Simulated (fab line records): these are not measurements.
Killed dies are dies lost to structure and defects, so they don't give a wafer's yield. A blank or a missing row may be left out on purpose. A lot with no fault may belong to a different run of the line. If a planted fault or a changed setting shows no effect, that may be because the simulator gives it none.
fab line records | flow nand-harc
record lots=7 | wafers=21 | last-day=33
route steps=1302 shown P_M2@330 END@1302
lots with no fault: from the same line, run without faults
start-h: hours from the record's opening day to when the first of the lot's shown wafers began | wait-h: hours since the lot's step before | " identical to the entry in the row above | L1.1+2: one row covering several wafers at once | - value missing, or start not given | * or withheld: withheld | < > ~ a bound
route shown NAME@n: NAME is a module with steps in the file, n the number in the route of the first one | usual: average and standard deviation across the fault-free wafers | same: alike in all rows | chamber/n: place in a boat | sites: each site's reading | _std_site: their standard deviation | _edge_site: inner sites' mean taken away from outer sites' mean | radius-mm: for every site, how far away it sits from the centre of the wafer | mask NAME#n: copy n | behind: the last tool/chamber to shape the wafer | hold: what put the lot on hold/how long, in hours/how the hold closed | device: the n, p or np transistor that did not switch | end of line: tests of these same wafers at the route's end | a step given without rows: its recipe and nothing more | killed: count of dies lost to structure and defects at first sort (not the wafer's yield) | map: dies across one wafer; x = killed, . = not, _ = none there
set.NAME: the run value of the setting; set.NAME@STEP: its run value at that earlier step | model.NAME: the simulator's own value behind a step, which no gauge read
lots at selected steps of the route; one table per step, one row per wafer
services: when a tool's chamber went out of use (start-h, in hours from the record's first day, below 0 if earlier), for how many hours, and the reason
## steps
# step NHARC_P_M2_INSPECT_11
# usual raw-defect-count=5/3
lot.wafer | tool              | chamber | start-h | wait-h | raw-defect-count
L773.1    | defect-inspect-01 | -       | 145.62  | 0.0    | 6
L773.5    | "                 | -       | "       | "      | 6
L773.6    | "                 | -       | "       | "      | 11
L782.2    | defect-inspect-01 | -       | 232.90  | 0.0    | 3
L782.4    | "                 | -       | "       | "      | 3
L782.6    | "                 | -       | "       | "      | 3
L787.1    | defect-inspect-01 | -       | 283.26  | 0.0    | 8
L787.2    | "                 | -       | "       | "      | 2
L787.4    | "                 | -       | "       | "      | 3
L788.3    | defect-inspect-02 | -       | 300.62  | 0.0    | 5
L788.5    | "                 | -       | "       | "      | 8
L788.6    | "                 | -       | "       | "      | 9
L789.1    | defect-inspect-02 | -       | 306.32  | 0.0    | 4
L789.2    | "                 | -       | "       | "      | 4
L789.3    | "                 | -       | "       | "      | 4
L792.2    | defect-inspect-01 | -       | 325.17  | 0.0    | 4
L792.3    | "                 | -       | "       | "      | 8
L792.6    | "                 | -       | "       | "      | 3
L795.2    | defect-inspect-01 | -       | 364.16  | 0.0    | 4
L795.5    | "                 | -       | "       | "      | 5
L795.6    | "                 | -       | "       | "      | 1
# step NHARC_P_M2_DESCUM_14
# recipe time-s=3 | o2-flow-sccm=200 | ar-flow-sccm=0 | bias-power-w=0 | chemistry=O2
# step NHARC_P_M2_ETCH_35
# recipe target-depth-a=400 | overetch-a=120 | time-s=43.94 | ion-energy-ev=200 | n2-flow-sccm=150 | h2-flow-sccm=150 | ar-flow-sccm=0 | rf-w=400 | bias-w=150 | chemistry=N2/H2
# step NHARC_P_M2_ETCH_15
# recipe target-depth-a=1825 | time-s=91.2 | c4f8-flow-sccm=withheld | ar-flow-sccm=400 | rf-w=600 | bias-w=300 | chemistry=C4F8/Ar
# step NHARC_P_M2_CD_MEAS_16
# usual cd-nm=169.7/1.1
lot.wafer | tool      | chamber | start-h | wait-h | cd-nm
L773.1    | cd-sem-01 | -       | 146.03  | -      | 169.1
L773.5    | "         | -       | "       | "      | 170.3
L773.6    | "         | -       | "       | "      | 169.1
L782.2    | cd-sem-03 | -       | 233.31  | -      | 169.8
L782.4    | "         | -       | "       | "      | 170.0
L782.6    | "         | -       | "       | "      | 168.5
L787.1    | cd-sem-01 | -       | 283.63  | -      | 170.6
L787.2    | "         | -       | "       | "      | 169.5
L787.4    | "         | -       | "       | "      | 171.1
L788.3    | cd-sem-02 | -       | 301.00  | -      | 168.7
L788.5    | "         | -       | "       | "      | 171.6
L788.6    | "         | -       | "       | "      | 169.3
L789.1    | cd-sem-03 | -       | 306.68  | -      | 172.5
L789.2    | "         | -       | "       | "      | 169.5
L789.3    | "         | -       | "       | "      | 170.5
L792.2    | cd-sem-02 | -       | 325.54  | -      | 168.4
L792.3    | "         | -       | "       | "      | 169.0
L792.6    | "         | -       | "       | "      | 167.4
L795.2    | cd-sem-02 | -       | 364.53  | -      | 169.4
L795.5    | "         | -       | "       | "      | 168.4
L795.6    | "         | -       | "       | "      | 167.6
# step NHARC_P_M2_STRIP_18
# recipe power-w=1000 | n2-flow-sccm=150 | h2-flow-sccm=150 | ar-flow-sccm=0 | bias-w=0 | chemistry=N2/H2
# usual drypump-motor-current-A=5.7/0.54 | oes-product-au=0.999/0.013 | rf-vpp-V=91.2/0.82 | showerhead-plenum-p-Torr=2.11/0.076 | throttle-valve-pct=14.170/0.0099
lot.wafer | tool        | chamber | start-h | wait-h | drypump-motor-current-A | oes-product-au | rf-hours-counter-h | rf-vpp-V | showerhead-plenum-p-Torr | throttle-valve-pct
L773.1    | rie-diel-11 | 3       | 146.18  | 0.1    | 5.5                     | 1.020          | 2.6                | 90.9     | 2.18                     | 14.168
L773.6    | "           | 0       | "       | "      | 5.6                     | 0.980          | -                  | 91.7     | 2.06                     | 14.168
L773.5    | "           | 1       | "       | "      | 4.9                     | 0.992          | -                  | 91.2     | 2.11                     | 14.174
L782.2    | rie-diel-04 | 1       | 233.38  | 0.1    | 4.7                     | 0.980          | 3.6                | 91.9     | 2.19                     | 14.170
L782.4    | "           | 3       | "       | "      | 6.3                     | 0.995          | 3.7                | 91.8     | 2.17                     | 14.185
L782.6    | "           | 1       | "       | "      | 4.7                     | 0.977          | -                  | 91.0     | 2.19                     | 14.163
L787.4    | rie-diel-04 | 1       | 283.73  | 0.1    | 4.7                     | 0.978          | 6.3                | 91.0     | 2.19                     | 14.170
L787.1    | "           | 2       | "       | "      | 5.8                     | 1.001          | 5.7                | 92.0     | 2.16                     | 14.184
L787.2    | "           | 3       | "       | "      | 6.3                     | 0.999          | 6.0                | 92.3     | 2.17                     | 14.179
L788.3    | rie-diel-11 | 1       | 301.09  | 0.1    | 4.9                     | 1.009          | 3.1                | 90.9     | 2.11                     | 14.169
L788.6    | "           | 0       | "       | "      | 5.6                     | 1.015          | -                  | 92.1     | 2.06                     | 14.164
L788.5    | "           | 1       | "       | "      | 4.9                     | 0.993          | -                  | 90.7     | 2.11                     | 14.161
L789.1    | rie-diel-04 | 2       | 306.76  | 0.1    | 5.8                     | 0.997          | 6.9                | 93.1     | 2.16                     | 14.174
L789.2    | "           | 3       | "       | "      | 6.3                     | 1.000          | 7.8                | 90.4     | 2.17                     | 14.161
L789.3    | "           | 1       | "       | "      | 4.7                     | 0.987          | 7.5                | 90.4     | 2.19                     | 14.168
L792.3    | rie-diel-11 | 1       | 325.66  | 0.1    | 4.9                     | 1.001          | 3.7                | 91.3     | 2.11                     | 14.180
L792.2    | "           | 2       | "       | "      | 6.6                     | 0.983          | 3.3                | 90.4     | 1.99                     | 14.195
L792.6    | "           | 3       | "       | "      | 5.5                     | 1.013          | -                  | 90.0     | 2.18                     | 14.171
L795.2    | rie-diel-10 | 1       | 364.65  | 0.1    | 5.4                     | 0.987          | 5.2                | 91.1     | 2.01                     | 14.164
L795.5    | "           | 3       | "       | "      | 6.4                     | 0.994          | -                  | 91.6     | 2.14                     | 14.183
L795.6    | "           | 0       | "       | "      | 5.6                     | 1.018          | -                  | 93.4     | 2.10                     | 14.193
# step NHARC_P_M2_ETCH_28
# recipe target-depth-a=300 | over-etch-frac=0.3 | time-s=72.99 | ion-energy-ev=150 | cf4-flow-sccm=50 | n2-flow-sccm=100 | ar-flow-sccm=150 | rf-w=300 | bias-w=100 | chemistry=CF4/N2
# usual drypump-motor-current-A=5.7/0.54 | oes-product-au=1.000/0.014 | rf-vpp-V=315.5/1.7 | showerhead-plenum-p-Torr=2.71/0.09 | throttle-valve-pct=19.794/0.0088
lot.wafer | tool        | chamber | start-h | wait-h | drypump-motor-current-A | oes-product-au | rf-hours-counter-h | rf-vpp-V | showerhead-plenum-p-Torr | throttle-valve-pct
L773.1    | rie-diel-11 | 3       | -       | -      | 5.5                     | 1.004          | 2.6                | 316.5    | 2.79                     | 19.796
L773.5    | "           | 3       | "       | "      | 5.5                     | 0.996          | -                  | 316.4    | 2.79                     | 19.785
L773.6    | "           | 0       | "       | "      | 5.6                     | 0.981          | -                  | 314.0    | 2.65                     | 19.790
L782.4    | rie-diel-04 | 3       | -       | -      | 6.3                     | 0.997          | 3.7                | 316.3    | 2.78                     | 19.795
L782.2    | "           | 2       | "       | "      | 5.8                     | 0.981          | 3.4                | 318.0    | 2.77                     | 19.807
L782.6    | "           | 3       | "       | "      | 6.3                     | 0.999          | -                  | 316.9    | 2.78                     | 19.796
L787.2    | rie-diel-04 | 3       | -       | -      | 6.3                     | 0.991          | 6.1                | 315.5    | 2.78                     | 19.805
L787.4    | "           | 0       | "       | "      | 5.4                     | 1.006          | 6.7                | 317.4    | 2.81                     | 19.790
L787.1    | "           | 1       | "       | "      | 4.7                     | 0.976          | 6.4                | 316.7    | 2.80                     | 19.789
L788.3    | rie-diel-11 | 1       | -       | -      | 4.9                     | 1.001          | 3.2                | 314.9    | 2.71                     | 19.800
L788.6    | "           | 1       | "       | "      | 4.9                     | 0.997          | -                  | 315.3    | 2.71                     | 19.798
L788.5    | "           | 2       | "       | "      | 6.6                     | 0.986          | -                  | 312.3    | 2.57                     | 19.795
L789.1    | rie-diel-04 | 3       | -       | -      | 6.3                     | 1.006          | 7.8                | 316.5    | 2.78                     | 19.804
L789.2    | "           | 1       | "       | "      | 4.7                     | 0.977          | 7.5                | 316.5    | 2.80                     | 19.791
L789.3    | "           | 2       | "       | "      | 5.8                     | 0.989          | 7.0                | 314.7    | 2.77                     | 19.798
L792.2    | rie-diel-11 | 0       | -       | -      | 5.6                     | 1.013          | 2.4                | 315.6    | 2.65                     | 19.791
L792.3    | "           | 1       | "       | "      | 4.9                     | 0.995          | 3.8                | 316.3    | 2.71                     | 19.785
L792.6    | "           | 3       | "       | "      | 5.5                     | 1.015          | -                  | 316.9    | 2.79                     | 19.795
L795.2    | rie-diel-10 | 1       | -       | -      | 5.4                     | 0.996          | 5.2                | 315.1    | 2.60                     | 19.796
L795.5    | "           | 0       | "       | "      | 5.6                     | 1.016          | -                  | 314.7    | 2.70                     | 19.790
L795.6    | "           | 1       | "       | "      | 5.4                     | 0.996          | -                  | 313.8    | 2.60                     | 19.810
# step NHARC_P_M2_STRIP_19
# recipe time-s=600 | temp-c=30 | chemistry=post-etch-residue-remover
# step NHARC_P_M2_DEGAS_29
# recipe temp-c=250 | time-s=60
# usual heater-power-w=343/32
lot.wafer | tool           | chamber | start-h | wait-h | heater-power-w
L773.1    | pvd-sputter-01 | -       | 146.76  | -      | 377
L773.6    | "              | -       | "       | "      | 269
L773.5    | "              | -       | "       | "      | 375
L782.4    | pvd-sputter-02 | -       | 234.02  | -      | 315
L782.2    | "              | -       | "       | "      | 333
L782.6    | "              | -       | "       | "      | 360
L787.4    | pvd-sputter-03 | -       | 284.34  | -      | 347
L787.1    | "              | -       | "       | "      | 386
L787.2    | "              | -       | "       | "      | 291
L788.3    | pvd-sputter-02 | -       | 301.73  | -      | 335
L788.6    | "              | -       | "       | "      | 358
L788.5    | "              | -       | "       | "      | 317
L789.3    | pvd-sputter-01 | -       | 307.40  | -      | 372
L789.2    | "              | -       | "       | "      | 280
L789.1    | "              | -       | "       | "      | 278
L792.2    | pvd-sputter-03 | -       | 326.26  | -      | 341
L792.3    | "              | -       | "       | "      | 370
L792.6    | "              | -       | "       | "      | 351
L795.2    | pvd-sputter-02 | -       | 365.26  | -      | 349
L795.5    | "              | -       | "       | "      | 394
L795.6    | "              | -       | "       | "      | 349
# step NHARC_P_M2_PRE_CLEAN_30
# recipe time-s=30 | temp-c=280 | gas=H2/He
# step NHARC_P_M2_PVD_20
# recipe target-thk-a=50 | bias-v=168.6 | power-w=15000 | chamber-pressure-pa=0.12 | time-s=8.06 | substrate-temp-c=50 | material=TaN
# usual cathode-dc-power-W=15000/2.7 | substrate-temp-c=50.00/0.11 | throttle-valve-pct=30.2/0.98
lot.wafer | tool           | chamber | start-h | wait-h | cathode-dc-power-W | substrate-temp-c | throttle-valve-pct
L773.1    | pvd-sputter-01 | -       | -       | -      | 15005              | 50.00            | 31.2
L773.5    | "              | -       | "       | "      | 14996              | 50.16            | 30.2
L773.6    | "              | -       | "       | "      | 15001              | 50.02            | 29.1
L782.4    | pvd-sputter-02 | -       | -       | -      | 14999              | 50.09            | 32.1
L782.2    | "              | -       | "       | "      | 15003              | 49.86            | 30.4
L782.6    | "              | -       | "       | "      | 14999              | 50.13            | 31.1
L787.2    | pvd-sputter-03 | -       | -       | -      | 15000              | 49.85            | 28.8
L787.1    | "              | -       | "       | "      | 14998              | 50.15            | 30.0
L787.4    | "              | -       | "       | "      | 15001              | 49.86            | 29.2
L788.3    | pvd-sputter-02 | -       | -       | -      | 14992              | 49.87            | 32.2
L788.6    | "              | -       | "       | "      | 15002              | 50.06            | 31.1
L788.5    | "              | -       | "       | "      | 14998              | 50.01            | 30.3
L789.1    | pvd-sputter-01 | -       | -       | -      | 15002              | 50.09            | 31.7
L789.3    | "              | -       | "       | "      | 14997              | 49.95            | 30.6
L789.2    | "              | -       | "       | "      | 14997              | 50.08            | 29.0
L792.2    | pvd-sputter-03 | -       | -       | -      | 14999              | 50.02            | 30.0
L792.3    | "              | -       | "       | "      | 15000              | 49.99            | 29.3
L792.6    | "              | -       | "       | "      | 14997              | 49.96            | 30.2
L795.2    | pvd-sputter-02 | -       | -       | -      | 15001              | 50.21            | 32.5
L795.6    | "              | -       | "       | "      | 15001              | 50.02            | 32.2
L795.5    | "              | -       | "       | "      | 15001              | 50.12            | 31.1
# step NHARC_P_M2_PVD_21
# recipe target-thk-a=300 | chamber-pressure-pa=5 | power-w=5000 | substrate-temp-c=30 | time-s=20.49 | material=Cu
# step NHARC_P_M2_ECD_22
# recipe target-thk-a=4000 | bath-temp-c=25 | material=Cu
# usual bath-heat-duty-pct=6.3/0.67 | bath-temp-c=24.99/0.12
lot.wafer | tool      | chamber | start-h | wait-h | bath-heat-duty-pct | bath-temp-c
L773.1    | ecd-cu-02 | 1       | 147.13  | -      | 5.8                | 24.93
L773.6    | "         | 1       | "       | "      | 5.5                | 25.01
L773.5    | "         | 0       | "       | "      | 5.2                | 24.80
L782.2    | ecd-cu-02 | 1       | 234.43  | -      | 6.8                | 24.79
L782.4    | "         | 1       | "       | "      | 6.0                | 25.09
L782.6    | "         | 0       | "       | "      | 5.8                | 24.88
L787.2    | ecd-cu-02 | 1       | 284.70  | -      | -                  | -
L787.1    | "         | 0       | "       | "      | -                  | -
L787.4    | "         | 0       | "       | "      | -                  | -
L788.3    | ecd-cu-02 | 0       | 302.17  | -      | -                  | -
L788.6    | "         | 0       | "       | "      | -                  | -
L788.5    | "         | 1       | "       | "      | -                  | -
L789.1    | ecd-cu-01 | 1       | 307.77  | -      | -                  | -
L789.2    | "         | 0       | "       | "      | -                  | -
L789.3    | "         | 0       | "       | "      | -                  | -
L792.2    | ecd-cu-02 | 1       | 326.61  | -      | 6.4                | 25.10
L792.3    | "         | 1       | "       | "      | 7.3                | 25.30
L792.6    | "         | 0       | "       | "      | 6.9                | 24.84
L795.2    | ecd-cu-01 | 1       | 365.60  | -      | 6.8                | 25.15
L795.5    | "         | 1       | "       | "      | 7.0                | 25.22
L795.6    | "         | 0       | "       | "      | 6.4                | 24.97
# step NHARC_P_M2_ANNEAL_31
# recipe temp-c=225 | time-s=90
# usual anneal-temp-c=224.97/0.18 | wafer_temp_C_max=226.5/0.44
lot.wafer | tool          | chamber | start-h | wait-h | anneal-temp-c | wafer_temp_C_max
L773.1    | rtp-anneal-01 | 0       | 147.54  | -      | 225.28        | 227.4
L773.5    | "             | 0       | "       | "      | 224.94        | 226.5
L773.6    | "             | 0       | "       | "      | 224.98        | 227.2
L782.2    | rtp-anneal-01 | 0       | 234.81  | 0.3    | 224.68        | 227.1
L782.4    | "             | 0       | "       | "      | 224.82        | 227.0
L782.6    | "             | 0       | "       | "      | 224.70        | 226.7
L787.1    | rtp-anneal-01 | 0       | 285.11  | 0.3    | 225.10        | 226.4
L787.2    | "             | 0       | "       | "      | 224.87        | 226.3
L787.4    | "             | 0       | "       | "      | 224.83        | 226.7
L788.3    | rtp-anneal-02 | 0       | 302.56  | 0.3    | 225.07        | 226.1
L788.5    | "             | 0       | "       | "      | 225.09        | 226.2
L788.6    | "             | 0       | "       | "      | 225.18        | 226.2
L789.1    | rtp-anneal-02 | 0       | 308.14  | 0.3    | 225.20        | 226.1
L789.2    | "             | 0       | "       | "      | 224.91        | 226.2
L789.3    | "             | 0       | "       | "      | 224.89        | 226.0
L792.2    | rtp-anneal-02 | 0       | 327.04  | -      | 225.10        | 225.9
L792.3    | "             | 0       | "       | "      | 225.20        | 225.9
L792.6    | "             | 0       | "       | "      | 225.07        | 226.2
L795.2    | rtp-anneal-02 | 0       | 366.03  | 0.4    | 224.71        | 226.3
L795.5    | "             | 0       | "       | "      | 224.91        | 226.1
L795.6    | "             | 0       | "       | "      | 224.84        | 226.2
# step NHARC_P_M2_CMP_23
# recipe t-overpolish-s=20 | target-thk-nm=144.3
# usual motor-current-A=12.3/1.3 | time-to-endpoint-s=28/3.2
lot.wafer | tool   | chamber | start-h | wait-h | motor-current-A | time-to-endpoint-s
L773.1    | cmp-04 | 1       | 147.98  | -      | 15.5            | 29
L773.6    | "      | 2       | "       | "      | 12.3            | 25
L773.5    | "      | 3       | "       | "      | 11.7            | 26
L782.4    | cmp-04 | 0       | 235.10  | -      | 9.8             | 28
L782.2    | "      | 1       | "       | "      | 15.9            | 32
L782.6    | "      | 0       | "       | "      | 11.0            | 27
L787.4    | cmp-03 | 1       | 285.45  | -      | 13.9            | 2
L787.1    | "      | 2       | "       | "      | 11.1            | 3
L787.2    | "      | 0       | "       | "      | 13.0            | 0
L788.3    | cmp-03 | 1       | 302.88  | -      | 13.2            | 3
L788.6    | "      | 2       | "       | "      | 11.6            | 6
L788.5    | "      | 3       | "       | "      | 12.0            | 0
L789.3    | cmp-03 | 2       | 308.48  | -      | 11.1            | 0
L789.1    | "      | 0       | "       | "      | 12.8            | 0
L789.2    | "      | 1       | "       | "      | 13.7            | 0
L792.3    | cmp-02 | 1       | 327.41  | -      | 13.3            | 35
L792.2    | "      | 2       | "       | "      | 11.2            | 34
L792.6    | "      | 3       | "       | "      | 12.3            | 31
L795.2    | cmp-02 | 2       | 366.38  | -      | 11.2            | 30
L795.6    | "      | 0       | "       | "      | 11.1            | 30
L795.5    | "      | 1       | "       | "      | 12.7            | 31
# step NHARC_P_M2_THK_MEAS_24
# recipe thk-meas-gauge=xrf
# usual thk-nm=144.1/1.6
lot.wafer | tool          | chamber | start-h | wait-h | hold                     | thk-nm
L773.1    | film-metro-01 | -       | 148.21  | -      | -                        | 143.5
L773.5    | "             | -       | "       | "      | -                        | 143.3
L773.6    | "             | -       | "       | "      | -                        | 146.3
L782.2    | film-metro-01 | -       | 235.41  | -      | -                        | 143.8
L782.4    | "             | -       | "       | "      | -                        | 144.2
L782.6    | "             | -       | "       | "      | -                        | 143.1
L787.1    | film-metro-02 | -       | 285.77  | -      | await-dispo/0.2h/release | 29.7
L787.2    | "             | -       | "       | "      | await-dispo/0.2h/release | 29.8
L787.4    | "             | -       | "       | "      | await-dispo/0.2h/release | 29.5
L787.1    | film-metro-02 | -       | 285.94  | 0.2    | -                        | 30.5
L787.2    | "             | -       | "       | "      | -                        | 29.2
L787.4    | "             | -       | "       | "      | -                        | 29.6
L788.3    | film-metro-02 | -       | 303.12  | -      | await-dispo/0.2h/release | 31.9
L788.5    | "             | -       | "       | "      | await-dispo/0.2h/release | 29.4
L788.6    | "             | -       | "       | "      | await-dispo/0.2h/release | 33.1
L788.3    | film-metro-02 | -       | 303.29  | 0.2    | -                        | 31.2
L788.5    | "             | -       | "       | "      | -                        | 30.8
L788.6    | "             | -       | "       | "      | -                        | 29.2
L789.1    | film-metro-01 | -       | 308.80  | -      | await-dispo/0.2h/release | 31.8
L789.2    | "             | -       | "       | "      | await-dispo/0.2h/release | 31.6
L789.3    | "             | -       | "       | "      | await-dispo/0.2h/release | 30.1
L789.1    | film-metro-01 | -       | 308.97  | 0.2    | -                        | 31.8
L789.2    | "             | -       | "       | "      | -                        | 31.6
L789.3    | "             | -       | "       | "      | -                        | 31.0
L792.2    | film-metro-01 | -       | 327.67  | -      | -                        | 143.1
L792.3    | "             | -       | "       | "      | -                        | 144.7
L792.6    | "             | -       | "       | "      | -                        | 145.8
L795.2    | film-metro-01 | -       | 366.64  | -      | -                        | 145.7
L795.5    | "             | -       | "       | "      | -                        | 143.0
L795.6    | "             | -       | "       | "      | -                        | 143.7
# step NHARC_END_SORT_01
# recipe temp-c=25
# usual defect-limited-yield=89.9/2.9 | killed-at-array=64/20 | killed-at-other=0.7/1.1 | killed-at-periphery=3.6/2.7 | killed-dies=68/20 | killed-open=2.8/1.9 | killed-short=2.3/1.5
# same gross-dies=677
lot.wafer | tool      | chamber | start-h | wait-h | defect-limited-yield[%] | killed-at-array | killed-at-other | killed-at-periphery | killed-dies | killed-open | killed-short
L773.1    | prober-01 | 0       | 579.34  | 2.5    | 85.5                    | 97              | 0               | 1                   | 98          | 4           | 1
L773.5    | prober-01 | 0       | 582.52  | 3.7    | 83.8                    | 107             | 0               | 3                   | 110         | 5           | 1
L773.6    | prober-01 | 0       | 583.31  | 4.0    | 83.9                    | 102             | 0               | 7                   | 109         | 4           | 2
L782.2    | prober-02 | 0       | 665.03  | 2.8    | 96.2                    | 24              | 0               | 2                   | 26          | 2           | 1
L782.4    | prober-02 | 0       | 666.66  | 3.4    | 95.9                    | 24              | 1               | 3                   | 28          | 4           | 4
L782.6    | prober-02 | 0       | 668.28  | 4.1    | 95.9                    | 23              | 1               | 4                   | 28          | 3           | 3
# killed by level:class
L773.1 A_SLIT:chamber-film-flake=28 A_CHANNEL_HOLE_D2:chamber-film-flake=28 A_CHANNEL_HOLE_D1:chamber-film-flake=19 A_STAIRCASE:chamber-film-flake=8 A_CONTACT:chamber-film-flake=6 A_CHANNEL_FILL_D2:geometric-particle:open=3 A_ONON_D1:geometric-particle:short=1 A_CHANNEL_HOLE_D2:geometric-particle:open=1
L773.5 A_CHANNEL_HOLE_D2:chamber-film-flake=35 A_CHANNEL_HOLE_D1:chamber-film-flake=28 A_SLIT:chamber-film-flake=25 A_STAIRCASE:chamber-film-flake=10 P_GATE:chamber-film-flake=3 A_CONTACT:chamber-film-flake=2 A_ONON_D1:geometric-particle:open=1 A_DECK1_JOINT:geometric-particle:open=1
L773.6 A_CHANNEL_HOLE_D1:chamber-film-flake=29 A_CHANNEL_HOLE_D2:chamber-film-flake=27 A_SLIT:chamber-film-flake=26 A_STAIRCASE:chamber-film-flake=12 P_GATE:chamber-film-flake=3 P_ZERO_WELL:chamber-film-flake=2 P_GATE:geometric-particle:open=1 A_CHANNEL_FILL_D1:geometric-particle:short=1
L782.2 A_CHANNEL_HOLE_D1:chamber-film-flake=11 A_SLIT:chamber-film-flake=4 A_WL_FILL:chamber-film-flake=2 A_CONTACT:chamber-film-flake=2 P_CONTACT:geometric-particle:open=1 A_DECK1_JOINT:geometric-particle:short=1 A_M0:geometric-particle:open=1 P_BONDPAD:chamber-film-flake=1
L782.4 A_CONTACT:chamber-film-flake=7 A_STAIRCASE:chamber-film-flake=3 A_SLIT:chamber-film-flake=3 A_ONON_D1:geometric-particle:short=2 A_CHANNEL_HOLE_D1:chamber-film-flake=2 P_M0:geometric-particle:open=1 P_M2:geometric-particle:open=1 A_ONON_D2:geometric-particle:short=1
L782.6 A_CHANNEL_HOLE_D1:chamber-film-flake=8 P_BONDPAD:chamber-film-flake=3 A_SLIT:chamber-film-flake=2 A_CONTACT:chamber-film-flake=2 A_BONDPAD:chamber-film-flake=2 A_ONON_D1:geometric-particle:short=1 A_CHANNEL_HOLE_D1:geometric-particle:open=1 A_ONON_D2:geometric-particle:open=1
## services
tool           | chamber | start-h | hours | kind
rie-diel-04    | 1       | 123.77  | 11.1  | repair
cmp-03         | -       | 126.62  | 5.0   | repair
rie-diel-04    | 1       | 144.64  | 26.8  | repair
rie-diel-11    | 3       | 152.50  | 3.1   | repair
pvd-sputter-01 | -       | 163.76  | 1.7   | repair
cmp-03         | -       | 165.04  | 4.0   | pm
rie-diel-11    | -       | 167.54  | 1.1   | repair
rie-diel-04    | -       | 177.90  | 9.0   | pm
rie-diel-11    | 1       | 179.31  | 1.3   | repair
pvd-sputter-03 | -       | 191.43  | 10.0  | pm
ecd-cu-02      | -       | 206.32  | 0.4   | repair
pvd-sputter-01 | -       | 226.08  | 10.0  | pm
rie-diel-04    | -       | 227.89  | 0.5   | repair
rie-diel-11    | 3       | 240.03  | 13.1  | repair
ecd-cu-02      | -       | 244.00  | 8.0   | pm
rie-diel-11    | 0       | 249.90  | 33.1  | repair
ecd-cu-02      | -       | 254.13  | 1.1   | repair
rie-diel-11    | -       | 255.50  | 9.0   | pm
cmp-03         | -       | 263.19  | 4.0   | pm
cmp-03         | -       | 272.60  | 1.9   | repair
pvd-sputter-02 | -       | 282.00  | 10.0  | pm
ecd-cu-02      | -       | 292.70  | 0.2   | repair
ecd-cu-02      | -       | 343.21  | 2.2   | repair
rie-diel-04    | -       | 354.90  | 9.0   | pm
## key
first-sign step=NHARC_P_M2_ECD_22 | reading=tool-record | direction=missing
effect step=NHARC_P_M2_CMP_23 | reading=time-to-endpoint-s | direction=down | sigmas=8.1 | usual=* | struck=*
effect step=NHARC_P_M2_THK_MEAS_24 | reading=visit | direction=added
effect step=NHARC_P_M2_THK_MEAS_24 | reading=thk-nm | direction=down | sigmas=72 | usual=144.1 | struck=30.8
met-at NHARC_P_M2_ECD_22
struck-wafers L787.1,L787.2,L787.4,L788.3,L788.5,L788.6,L789.1,L789.2,L789.3
scrapped-behind NHARC_P_M2_THK_MEAS_24 L787.1,L787.2,L787.4,L788.3,L788.5,L788.6,L789.1,L789.2,L789.3
onset-between 234.43 284.70
fault kind=skipped-step-whole | tool=ecd-cu-01,ecd-cu-02 | chamber=- | onset-h=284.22 | steps=NHARC_P_M2_ECD_22 | scope=struck-lots-only
